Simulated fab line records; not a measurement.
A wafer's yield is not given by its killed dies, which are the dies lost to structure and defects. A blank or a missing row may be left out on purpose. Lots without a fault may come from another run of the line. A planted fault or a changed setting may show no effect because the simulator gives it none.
fab line records	flow nand_harc
record lots=12	wafers=36	last_day=24
route steps=1159 shown P_BONDPAD@375 A_ZERO_WELL@405 A_ONON_D1@442 A_CHANNEL_HOLE_D1@465 END@1159
lots with no fault: from the same line, run without faults
start_h: hours from the record's opening day to when the first of the lot's shown wafers began	wait_h: hours from the lot's prior step to this one	" unchanged from the row above	L1.1+2: one row covering several wafers at once	- no value present, or no start provided	* or withheld: withheld	< > ~ a bound
route shown NAME@n: NAME is a module with steps in the file, n the number in the route of the first one	usual: mean and standard deviation over wafers with no fault	same: alike in all rows	chamber/n: place in a boat	sites: the reading at each site	_std_site: their standard deviation	_edge_site: outer sites' mean less inner sites'	radius_mm: how far each site lies from the wafer's centre	mask NAME#n: copy n	behind: the most recent tool/chamber to have shaped the wafer	hold: what put the lot on hold/how long, in hours/how the hold closed	device: whichever transistor did not switch (one of n, p or np)	end of line: the route-end tests of the same wafers	step lacking rows: just its recipe	killed: count of dies lost to structure and defects at first sort (not the wafer's yield)	map: shows each die of a wafer: x if killed, . if not, _ if none is there
set.NAME: the setting that was run; set.NAME@STEP: the one run at that earlier step	model.NAME: the simulator's own value behind a step, which no gauge read
steps of the route over a sample of lots; a table a step, a row a wafer
services: from which hour (start_h, from the record's first day; less than 0 if before it) a tool's chamber was out of use, for how many hours, and why
## steps
# step NHARC_P_BONDPAD_PRE_CLEAN_26
# recipe time_s=30	temp_c=280	gas=H2/He
# usual heater_power_w=408/48	susceptor_temp_C=280.00/0.18
lot.wafer	tool	chamber	start_h	wait_h	heater_power_w	susceptor_temp_C
L699.1	pvd_sputter-02	-	-	-	523	280.04
L699.2	"	-	"	"	428	280.13
L699.5	"	-	"	"	473	280.21
L698.1	pvd_sputter-02	-	-	-	528	280.12
L698.4	"	-	"	"	428	280.14
L698.6	"	-	"	"	368	280.08
L700.4	pvd_sputter-01	-	-	-	358	279.75
L700.1	"	-	"	"	382	279.92
L700.6	"	-	"	"	450	280.13
L701.2	pvd_sputter-02	-	-	-	371	279.86
L701.1	"	-	"	"	526	279.77
L701.6	"	-	"	"	456	279.95
L707.3	pvd_sputter-01	-	-	-	386	280.28
L707.1	"	-	"	"	385	279.92
L707.5	"	-	"	"	397	280.34
L709.1	pvd_sputter-02	-	-	-	352	-
L709.3	"	-	"	"	522	-
L709.5	"	-	"	"	437	-
L713.4	pvd_sputter-03	-	-	-	329	279.93
L713.3	"	-	"	"	415	279.71
L713.5	"	-	"	"	422	279.83
L714.1	pvd_sputter-02	-	-	-	408	279.81
L714.3	"	-	"	"	504	279.82
L714.4	"	-	"	"	456	279.97
L716.4	pvd_sputter-03	-	-	-	402	279.92
L716.1	"	-	"	"	394	279.94
L716.5	"	-	"	"	388	280.15
L718.3	pvd_sputter-01	-	-	-	391	280.07
L718.4	"	-	"	"	353	280.16
L718.6	"	-	"	"	469	279.82
L719.3	pvd_sputter-01	-	-	-	357	-
L719.2	"	-	"	"	469	-
L719.1	"	-	"	"	384	-
L721.4	pvd_sputter-02	-	-	-	486	-
L721.1	"	-	"	"	459	-
L721.5	"	-	"	"	363	-
# step NHARC_A_ZERO_WELL_ETCH_13
# recipe target_depth_a=1200	time_s=40.1	hbr_flow_sccm=150	cl2_flow_sccm=50	rf_w=400	icp_w=400	bias_w=100	chemistry=HBr/Cl2
# usual drypump_motor_current_A=5.6/0.33	oes_product_au=1.002/0.0077	throttle_valve_pct=26.405/0.0089
lot.wafer	tool	chamber	start_h	wait_h	drypump_motor_current_A	oes_product_au	rf_hours_counter_h	throttle_valve_pct
L699.2	rie_si-03	3	138.57	-	5.7	1.004	0.9	26.407
L699.1	"	0	"	"	5.2	0.994	1.3	26.408
L699.5	"	2	"	"	6.0	1.007	-	26.414
L698.1	rie_si-02	0	139.37	-	6.0	1.012	0.6	26.414
L698.4	"	1	"	"	5.0	1.006	0.6	26.394
L698.6	"	3	"	"	5.1	1.009	-	26.417
L700.1	rie_si-01	0	151.22	-	5.8	1.009	0.1	26.387
L700.4	"	3	"	"	5.8	0.993	0.1	26.410
L700.6	"	1	"	"	5.3	0.982	-	26.411
L701.1	rie_si-03	0	151.76	-	5.3	1.000	1.4	26.413
L701.2	"	1	"	"	5.9	1.002	1.4	26.399
L701.6	"	0	"	"	5.2	1.004	-	26.408
L707.1	rie_si-01	1	186.14	-	5.3	0.996	0.4	26.399
L707.3	"	0	"	"	5.8	1.005	0.4	26.406
L707.5	"	2	"	"	5.7	1.004	-	26.407
L709.3	rie_si-01	2	212.99	-	5.7	1.010	0.7	26.403
L709.1	"	3	"	"	5.8	1.000	0.5	26.378
L709.5	"	3	"	"	5.7	1.010	-	26.405
L713.3	rie_si-02	3	222.12	-	5.2	0.985	0.0	26.412
L713.4	"	3	"	"	5.1	1.003	-	26.405
L713.5	"	1	"	"	5.0	1.001	-	26.397
L714.4	rie_si-03	1	230.86	-	5.9	0.994	0.6	26.410
L714.1	"	3	"	"	5.7	1.010	0.6	26.402
L714.3	"	0	"	"	5.3	0.997	0.6	26.404
L716.1	rie_si-02	1	241.84	-	5.0	1.006	0.2	26.389
L716.4	"	3	"	"	5.1	0.989	0.2	26.405
L716.5	"	0	"	"	6.0	0.999	-	26.397
L718.3	rie_si-03	1	256.29	-	5.9	1.009	0.7	26.410
L718.4	"	3	"	"	5.7	1.010	0.7	26.418
L718.6	"	1	"	"	5.9	0.999	-	26.396
L719.2	rie_si-02	3	262.45	-	5.2	0.986	0.3	26.394
L719.1	"	1	"	"	5.0	1.001	0.3	26.402
L719.3	"	2	"	"	5.6	0.990	0.3	26.403
L721.4	rie_si-03	2	272.53	-	6.0	0.996	0.9	26.405
L721.1	"	0	"	"	5.2	1.001	0.8	26.423
L721.5	"	2	"	"	6.0	0.999	-	26.399
# step NHARC_A_ONON_D1_DEP_25
# recipe target_thk_a=10000	n2_flow_sccm=2750	n2o_flow_sccm=2000	nh3_flow_sccm=500	sih4_flow_sccm=210	temp_c=400
# usual n2o_flow_sccm=2000/5	susceptor_temp_C=399.99/0.2
lot.wafer	tool	chamber	start_h	wait_h	n2o_flow_sccm	susceptor_temp_C
L699.1	pecvd_onon-04	0	171.97	0.1	1994	400.53
L699.2	"	0	"	"	1991	400.17
L699.5	"	0	"	"	1991	400.45
L698.1	pecvd_onon-02	0	171.99	0.1	2007	399.85
L698.4	"	0	"	"	2010	400.03
L698.6	"	0	"	"	2008	400.03
L701.1	pecvd_onon-03	0	184.82	0.1	2001	400.27
L701.2	"	0	"	"	1994	400.15
L701.6	"	0	"	"	1999	400.27
L700.1	pecvd_onon-02	0	184.86	0.1	2012	399.94
L700.4	"	0	"	"	2000	399.57
L700.6	"	0	"	"	1997	400.08
L707.1	pecvd_onon-03	0	219.93	0.1	2002	400.01
L707.3	"	0	"	"	1995	399.90
L707.5	"	0	"	"	1990	399.62
L709.1	pecvd_onon-03	0	245.19	0.1	2003	400.00
L709.3	"	0	"	"	2002	399.83
L709.5	"	0	"	"	1999	399.92
L713.3	pecvd_onon-02	0	258.56	0.2	1997	400.12
L713.4	"	0	"	"	1994	400.31
L713.5	"	0	"	"	2001	399.99
L714.1	pecvd_onon-04	0	265.67	0.1	1999	399.82
L714.3	"	0	"	"	2002	399.98
L714.4	"	0	"	"	2005	399.94
L716.1	pecvd_onon-02	0	276.89	0.1	2004	399.83
L716.4	"	0	"	"	2003	399.93
L716.5	"	0	"	"	1996	399.89
L718.3	pecvd_onon-04	0	286.94	0.2	2004	399.83
L718.4	"	0	"	"	1999	400.30
L718.6	"	0	"	"	1999	400.14
L719.1	pecvd_onon-04	0	296.14	0.5	2006	400.12
L719.2	"	0	"	"	1995	400.04
L719.3	"	0	"	"	1994	400.01
L721.1	pecvd_onon-03	0	307.18	0.1	1989	399.73
L721.4	"	0	"	"	1986	399.86
L721.5	"	0	"	"	1990	400.12
# step NHARC_A_ONON_D1_THK_MEAS_27
# recipe thk_meas_gauge=ellipsometry
# usual thk_nm=1002/9.8
lot.wafer	tool	chamber	start_h	wait_h	thk_nm
L699.1	film_metro-01	-	172.49	-	1000
L699.2	"	-	"	"	1000
L699.5	"	-	"	"	1001
L698.1	film_metro-02	-	172.51	-	994
L698.4	"	-	"	"	996
L698.6	"	-	"	"	996
L701.1	film_metro-02	-	185.33	-	1009
L701.2	"	-	"	"	1010
L701.6	"	-	"	"	1011
L700.1	film_metro-02	-	185.37	-	997
L700.4	"	-	"	"	998
L700.6	"	-	"	"	997
L707.1	film_metro-01	-	220.44	-	1001
L707.3	"	-	"	"	1494
L707.5	"	-	"	"	1000
L709.1	film_metro-01	-	245.70	-	1013
L709.3	"	-	"	"	1507
L709.5	"	-	"	"	1013
L713.3	film_metro-02	-	258.98	-	1010
L713.4	"	-	"	"	1008
L713.5	"	-	"	"	1008
L714.1	film_metro-02	-	266.18	-	1002
L714.3	"	-	"	"	1003
L714.4	"	-	"	"	1003
L716.1	film_metro-02	-	277.40	-	992
L716.4	"	-	"	"	991
L716.5	"	-	"	"	992
L718.3	film_metro-02	-	287.34	-	1000
L718.4	"	-	"	"	1001
L718.6	"	-	"	"	1001
L719.1	film_metro-01	-	296.65	-	1004
L719.2	"	-	"	"	1005
L719.3	"	-	"	"	1005
L721.1	film_metro-02	-	307.69	-	1010
L721.4	"	-	"	"	1011
L721.5	"	-	"	"	1009
# step NHARC_A_CHANNEL_HOLE_D1_DESCUM_15
# recipe time_s=3	o2_flow_sccm=200	ar_flow_sccm=0	bias_power_w=0	chemistry=O2
# usual drypump_motor_current_A=5.8/0.37	oes_product_au=1.000/0.0075	rf_vpp_V=57.8/0.96	showerhead_plenum_p_Torr=1.92/0.068	throttle_valve_pct=11.311/0.0083
lot.wafer	tool	chamber	start_h	wait_h	drypump_motor_current_A	oes_product_au	rf_hours_counter_h	rf_vpp_V	showerhead_plenum_p_Torr	throttle_valve_pct
L699.1	rie_diel-11	0	178.80	0.1	5.9	0.995	10	58.3	1.92	11.310
L699.2	"	1	"	"	6.6	0.986	10	57.1	1.82	11.319
L699.5	"	2	"	"	5.7	1.006	-	59.4	2.02	11.315
L698.4	rie_diel-04	3	180.76	0.1	5.7	1.004	4	58.2	1.96	11.305
L698.1	"	0	"	"	5.6	1.001	4	58.1	1.90	11.305
L698.6	"	0	"	"	5.6	1.004	-	57.4	1.90	11.314
L701.1	rie_diel-09	3	190.28	0.1	5.6	0.995	7	57.6	1.93	11.307
L701.2	"	1	"	"	5.7	0.993	7	59.2	2.03	11.291
L701.6	"	1	"	"	5.7	0.997	-	58.3	2.03	11.303
L700.4	rie_diel-04	1	190.56	0.1	5.4	0.994	5	59.1	1.87	11.309
L700.1	"	3	"	"	5.7	0.996	5	58.7	1.96	11.311
L700.6	"	2	"	"	6.3	0.991	-	54.5	1.98	11.314
L707.1	rie_diel-11	1	224.77	0.1	6.6	0.997	1	57.1	1.81	11.307
L707.5	"	1	"	"	6.6	1.006	-	59.0	1.81	11.316
L709.1	rie_diel-11	0	250.30	0.1	5.9	1.004	3	56.9	1.92	11.294
L709.5	"	2	"	"	5.7	1.007	-	58.1	2.02	11.330
L713.3	rie_diel-04	0	264.06	0.1	5.7	0.995	12	56.9	1.90	11.303
L713.4	"	2	"	"	6.3	0.991	12	58.1	1.97	11.312
L713.5	"	0	"	"	5.7	0.995	-	59.0	1.90	11.311
L714.4	rie_diel-11	0	270.48	0.1	5.9	1.002	4	57.2	1.92	11.313
L714.3	"	1	"	"	6.6	0.996	3	56.5	1.81	11.322
L714.1	"	3	"	"	5.9	1.005	4	56.6	1.81	11.308
L716.1	rie_diel-11	0	281.38	0.1	5.9	1.002	5	57.6	1.92	11.313
L716.4	"	2	"	"	5.7	1.008	4	59.1	2.02	11.309
L716.5	"	1	"	"	6.6	0.990	-	57.7	1.81	11.312
L718.3	rie_diel-09	1	293.07	0.1	5.8	0.986	3	59.3	2.02	11.316
L718.6	"	2	"	"	5.2	1.010	-	57.8	1.93	11.296
L718.4	"	3	"	"	5.6	1.006	-	59.2	1.93	11.303
L719.1	rie_diel-09	1	302.67	0.1	5.7	0.994	4	57.8	2.02	11.318
L719.2	"	3	"	"	5.6	1.000	4	57.5	1.93	11.320
L719.3	"	0	"	"	6.6	1.003	0	58.6	2.03	11.320
L721.1	rie_diel-09	1	312.49	0.1	5.7	0.981	5	59.0	2.02	11.308
L721.4	"	3	"	"	5.6	1.010	4	59.6	1.93	11.323
L721.5	"	0	"	"	6.6	0.994	-	58.0	2.03	11.320
# step NHARC_END_SORT_01
# recipe temp_c=25
# usual killed_at_array=26/9.6	killed_at_other=0.7/0.92	killed_at_periphery=3.8/2.7	killed_dies=31/10	killed_open=3.3/1.7	killed_short=1.8/1.3
# same gross_dies=677
lot.wafer	tool	chamber	start_h	wait_h	killed_at_array	killed_at_other	killed_at_periphery	killed_dies	killed_open	killed_short
L707.1	prober-02	0	493.93	2.5	19	0	4	23	1	3
L707.3	prober-02	0	495.50	3.0	669	1	7	677	2	3
L707.5	prober-02	0	497.06	3.6	13	0	8	21	2	1
L709.1	prober-01	0	522.05	2.5	38	0	1	39	4	1
L709.3	prober-01	0	523.64	3.1	671	1	5	677	3	2
L709.5	prober-01	0	525.24	3.7	36	0	3	39	3	1
# killed by level:class
L707.1 A_SLIT:chamber_film_flake=8 A_CONTACT:chamber_film_flake=3 P_GATE:chamber_film_flake=2 A_ZERO_WELL:chamber_film_flake=2 A_SGD_CUT:chamber_film_flake=2 P_M0:geometric_particle:open=1 A_SOURCE_PLATE:geometric_particle:short=1 A_ONON_D1:geometric_particle:short=1
L707.3 A_ONON_D1:area_dep=651 A_ZERO_WELL:chamber_film_flake=4 A_SLIT:chamber_film_flake=4 A_CHANNEL_HOLE_D1:chamber_film_flake=3 P_GATE:chamber_film_flake=2 A_SGD_CUT:chamber_film_flake=2 P_ZERO_WELL:geometric_particle:open=1 P_M2:geometric_particle:open=1
L707.5 A_CHANNEL_HOLE_D1:chamber_film_flake=5 A_CONTACT:chamber_film_flake=5 P_GATE:chamber_film_flake=4 A_SLIT:chamber_film_flake=2 P_STI:geometric_particle:short=1 P_BONDPAD:geometric_particle:open=1 A_CONTACT:geometric_particle:open=1 P_ZERO_WELL:chamber_film_flake=1
L709.1 A_CHANNEL_HOLE_D1:chamber_film_flake=14 A_SGD_CUT:chamber_film_flake=10 A_SLIT:chamber_film_flake=4 A_CONTACT:chamber_film_flake=4 A_CONTACT:geometric_particle:open=2 P_M1:geometric_particle:open=1 A_WL_FILL:geometric_particle:short=1 A_BLC:geometric_particle:open=1
L709.3 A_ONON_D1:area_dep=629 A_CHANNEL_HOLE_D1:chamber_film_flake=22 A_SLIT:chamber_film_flake=7 A_STAIRCASE:chamber_film_flake=3 A_SGD_CUT:chamber_film_flake=3 A_CONTACT:geometric_particle:open=2 P_M1:chamber_film_flake=2 A_CHANNEL_FILL_D1:chamber_film_flake=2
L709.5 A_CHANNEL_HOLE_D1:chamber_film_flake=14 A_SLIT:chamber_film_flake=8 A_SGD_CUT:chamber_film_flake=5 A_CONTACT:chamber_film_flake=3 A_CHANNEL_FILL_D1:chamber_film_flake=2 P_M0:geometric_particle:open=1 P_M2:geometric_particle:open=1 A_CHANNEL_FILL_D1:geometric_particle:short=1
## services
tool	chamber	start_h	hours	kind
rie_diel-04	-	111.90	9.0	pm
rie_si-01	-	127.00	9.0	pm
pecvd_onon-03	-	153.04	13.0	pm
rie_diel-11	2	154.89	5.3	repair
rie_si-03	-	155.00	9.0	pm
rie_diel-04	-	156.17	0.5	repair
pvd_sputter-01	-	158.00	10.0	pm
rie_diel-09	0	169.66	132.0	repair
pvd_sputter-01	-	179.54	2.9	repair
rie_diel-11	-	189.50	9.0	pm
pvd_sputter-02	-	195.66	9.3	repair
rie_si-02	-	211.00	9.0	pm
rie_diel-11	1	211.50	4.6	repair
pvd_sputter-02	-	214.04	10.0	pm
pecvd_onon-04	-	237.00	13.0	pm
rie_diel-04	1	240.22	2.9	repair
rie_si-01	-	241.55	0.3	repair
rie_si-01	3	244.30	2.1	repair
pvd_sputter-02	-	249.42	1.5	repair
rie_diel-09	-	254.10	9.0	pm
rie_si-02	0	274.90	5.9	repair
rie_diel-04	-	288.90	9.0	pm
pecvd_onon-02	-	292.03	13.0	pm
pvd_sputter-01	-	299.37	1.5	repair
## key
first_sign step=NHARC_A_ONON_D1_THK_MEAS_27	reading=thk_nm	direction=up	sigmas=51	usual=1002	struck=1500
effect step=NHARC_END_SORT_01	reading=killed_at_array	direction=up	sigmas=67	usual=26	struck=670
more_kills_born_at NHARC_A_ONON_D1_DEP_25@pecvd_onon-03=1280
met_at NHARC_A_ONON_D1_DEP_25
struck_lots L707,L709
struck_wafers L707.3,L709.3
later_rows_left_out L707.3,L709.3
tester_left_out L707,L709
not_acting_at NHARC_P_BONDPAD_PRE_CLEAN_26,NHARC_A_ZERO_WELL_ETCH_13,NHARC_A_CHANNEL_HOLE_D1_DESCUM_15
onset_between 184.82 219.93
fault kind=process_parameter_drift	tool=pecvd_onon-03	chamber=-	onset_h=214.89	steps=NHARC_A_ONON_D1_DEP_25	channel=target_thk_a	offset=*	shape=step	end_h=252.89	scope=struck_wafers_only	acts_in=*	stated=*
# tester_left_out: of these lots the tester's yield and bins aren't shown, on N5 and GAA mostly nor the transistor test; their killed dies are dies lost to structure and defects alone, not to doping, threshold or leakage, so they don't give the yield
# later_rows_left_out: the simulator's readings of these wafers behind a module that went badly wrong aren't trusted and aren't shown, but for the sort
